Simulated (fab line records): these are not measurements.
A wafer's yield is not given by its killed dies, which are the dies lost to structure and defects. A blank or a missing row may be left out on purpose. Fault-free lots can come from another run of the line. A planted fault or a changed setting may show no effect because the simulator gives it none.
Matching of chambers :: flow n5Finfet :: 4 sister chambers for N5_BEOL_M14_DESCUM_15 on rieDiel-01
The step chemistry O2, time 7.9 s. 8 wafers are shown with their chamber, then 10 later ones without.

## WAFERS PAIRED WITH THEIR CHAMBERS
wafer: L079.2
chamber: 0
showerheadPlenumPTorr (Torr): 2.22
throttleValvePct (%): 20.03

wafer: L086.3
chamber: 2
showerheadPlenumPTorr (Torr): 2.18
throttleValvePct (%): 20.20

wafer: L086.5
chamber: 2
showerheadPlenumPTorr (Torr): 2.18
throttleValvePct (%): 20.22

wafer: L089.2
chamber: 1
showerheadPlenumPTorr (Torr): 2.13
throttleValvePct (%): 20.19

wafer: L089.3
chamber: 3
showerheadPlenumPTorr (Torr): 2.10
throttleValvePct (%): 20.20

wafer: L089.5
chamber: 1
showerheadPlenumPTorr (Torr): 2.13
throttleValvePct (%): 20.15

wafer: L092.3
chamber: 3
showerheadPlenumPTorr (Torr): 2.10
throttleValvePct (%): 20.20

wafer: L092.4
chamber: 0
showerheadPlenumPTorr (Torr): 2.21
throttleValvePct (%): 20.07

## WAFERS WITH NO CHAMBER GIVEN
wafer: L092.5
showerheadPlenumPTorr (Torr): 2.18
throttleValvePct (%): 20.21

wafer: L093.1
showerheadPlenumPTorr (Torr): 2.21
throttleValvePct (%): 20.08

wafer: L093.2
showerheadPlenumPTorr (Torr): 2.10
throttleValvePct (%): 20.19

wafer: L093.6
showerheadPlenumPTorr (Torr): 2.10
throttleValvePct (%): 20.21

wafer: L096.1
showerheadPlenumPTorr (Torr): 2.21
throttleValvePct (%): 20.09

wafer: L096.2
showerheadPlenumPTorr (Torr): 2.12
throttleValvePct (%): 20.18

wafer: L096.4
showerheadPlenumPTorr (Torr): 2.10
throttleValvePct (%): 20.22

wafer: L095.2
showerheadPlenumPTorr (Torr): 2.21
throttleValvePct (%): 20.08

wafer: L095.3
showerheadPlenumPTorr (Torr): 2.10
throttleValvePct (%): 20.22

wafer: L095.6
showerheadPlenumPTorr (Torr): 2.21
throttleValvePct (%): 20.09

## CHAMBER TAKEN BY EACH
wafer: L092.5
from the rows above: 2
in truth: 2

wafer: L093.1
from the rows above: 0
in truth: 0

wafer: L093.2
from the rows above: 3
in truth: 3

wafer: L093.6
from the rows above: 3
in truth: 3

wafer: L096.1
from the rows above: 0
in truth: 0

wafer: L096.2
from the rows above: 1
in truth: 1

wafer: L096.4
from the rows above: 3
in truth: 3

wafer: L095.2
from the rows above: 0
in truth: 0

wafer: L095.3
from the rows above: 3
in truth: 3

wafer: L095.6
from the rows above: 0
in truth: 0
Correctly placed: 10 of 10. Can't be placed from these rows: 0. Wrongly placed: 0.
How it was worked out, from the rows above alone: a wafer's distance from a chamber is the root of the sum, over the readings, of the square of ((its reading less the chamber's mean) divided by the reading's scatter). The wafer belongs to the nearest chamber; if the next one is less than 2 further off, it can't be placed. The mean given for a chamber averages the wafers shown for that chamber. The scatter: take each reading less its chamber's mean, square it, sum over the shown wafers, divide by the number of wafers less the number of chambers, and take the root.
